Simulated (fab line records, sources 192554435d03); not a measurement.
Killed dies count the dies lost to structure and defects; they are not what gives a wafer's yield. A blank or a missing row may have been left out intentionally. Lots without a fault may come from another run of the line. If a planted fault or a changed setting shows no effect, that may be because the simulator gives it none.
Which of the tools did it? / flow n5Finfet / 12 lots with 36 wafers sampled at 3 steps, on a route of 1938 steps

== WHAT THE GAUGES READ, wafer by wafer ==
N5_BEOL_M6_CD_MEAS_18: pitch 80 nm, target cd 40 nm.
lot=L074; measured=day 9 07:08; on=cdSem-03; cdNm (nm)=40.1 39.6 39.9
lot=L077; measured=day 9 14:28; on=cdSem-03; cdNm (nm)=39.5 40.3 40.1
lot=L079; measured=day 9 18:59; on=cdSem-01; cdNm (nm)=39.2 39.1 38.8
lot=L081; measured=day 10 13:15; on=cdSem-03; cdNm (nm)=39.8 40.5 40.1
lot=L083; measured=day 11 08:14; on=cdSem-02; cdNm (nm)=40.3 41.0 40.3
lot=L085; measured=day 11 16:01; on=cdSem-03; cdNm (nm)=39.9 39.7 40.3
lot=L088; measured=day 12 05:40; on=cdSem-02; cdNm (nm)=39.9 39.9 40.3
lot=L086; measured=day 12 09:23; on=cdSem-03; cdNm (nm)=40.0 39.8 40.2
lot=L092; measured=day 13 06:30; on=cdSem-02; cdNm (nm)=39.7 40.2 39.8
lot=L093; measured=day 13 12:34; on=cdSem-02; cdNm (nm)=39.6 40.1 40.5
lot=L095; measured=day 13 23:07; on=cdSem-03; cdNm (nm)=40.0 39.6 39.4
lot=L097; measured=day 14 09:19; on=cdSem-01; cdNm (nm)=39.7 39.4 39.5

== TOOL THAT RAN EACH LOT (tool first, then ch and the chambers of the sampled wafers, then the start) ==
lot=L074; N5_BEOL_M5_ANNEAL_51=rtpAnneal-01 ch 0, day 9 03:58; N5_BEOL_M6_STRIP_19=rieDiel-03 ch 0,3, day 9 07:04
lot=L077; N5_BEOL_M5_ANNEAL_51=rtpAnneal-02 ch 0, day 9 10:20; N5_BEOL_M6_STRIP_19=rieDiel-01 ch 2,3, day 9 14:24
lot=L079; N5_BEOL_M5_ANNEAL_51=rtpAnneal-02 ch 0, day 9 16:02; N5_BEOL_M6_STRIP_19=rieDiel-01 ch 0,2, day 9 18:55
lot=L081; N5_BEOL_M5_ANNEAL_51=rtpAnneal-02 ch 0, day 10 09:37; N5_BEOL_M6_STRIP_19=rieDiel-05 ch 1,3, day 10 13:11
lot=L083; N5_BEOL_M5_ANNEAL_51=rtpAnneal-01 ch 0, day 11 04:56; N5_BEOL_M6_STRIP_19=rieDiel-01 ch 0,2, day 11 08:10
lot=L085; N5_BEOL_M5_ANNEAL_51=rtpAnneal-02 ch 0, day 11 11:59; N5_BEOL_M6_STRIP_19=rieDiel-03 ch 1,3, day 11 15:57
lot=L088; N5_BEOL_M5_ANNEAL_51=rtpAnneal-02 ch 0, day 12 02:48; N5_BEOL_M6_STRIP_19=rieDiel-01 ch 0,1,2, day 12 05:35
lot=L086; N5_BEOL_M5_ANNEAL_51=rtpAnneal-01 ch 0, day 12 04:39; N5_BEOL_M6_STRIP_19=rieDiel-05 ch 1,3, day 12 09:19
lot=L092; N5_BEOL_M5_ANNEAL_51=rtpAnneal-01 ch 0, day 13 01:47; N5_BEOL_M6_STRIP_19=rieDiel-01 ch 0,1,3, day 13 06:25
lot=L093; N5_BEOL_M5_ANNEAL_51=rtpAnneal-02 ch 0, day 13 09:53; N5_BEOL_M6_STRIP_19=rieDiel-05 ch 0,1,2, day 13 12:30
lot=L095; N5_BEOL_M5_ANNEAL_51=rtpAnneal-01 ch 0, day 13 18:56; N5_BEOL_M6_STRIP_19=rieDiel-01 ch 0,2,3, day 13 23:02
lot=L097; N5_BEOL_M5_ANNEAL_51=rtpAnneal-02 ch 0, day 14 06:34; N5_BEOL_M6_STRIP_19=rieDiel-01 ch 1,2,3, day 14 09:14
- N5_BEOL_M5_ANNEAL_51: time 90 s.
- N5_BEOL_M6_STRIP_19: strips in O2.

== THE ANSWER, worked out from the rows above alone ==
Rule: the lots themselves supply what counts as usual. The widest of any qualifying gaps counts: lots, ordered by their means at a reading, are off when they make up no more than a third of the lots, leave a main group of 4 or more, and stand apart from it by 3 or more times the standard deviation of that group's means. A main group is skipped when, at the precision printed for the reading in the tables above, its means are all equal. Also off: a lot with no number at a reading for which 4 or more lots have one. All remaining lots with rows at the step are treated as sound.
No lot is off on any of the readings shown, so nothing can be concluded from this.

== WHAT THE SIMULATOR HAD INSERTED ==
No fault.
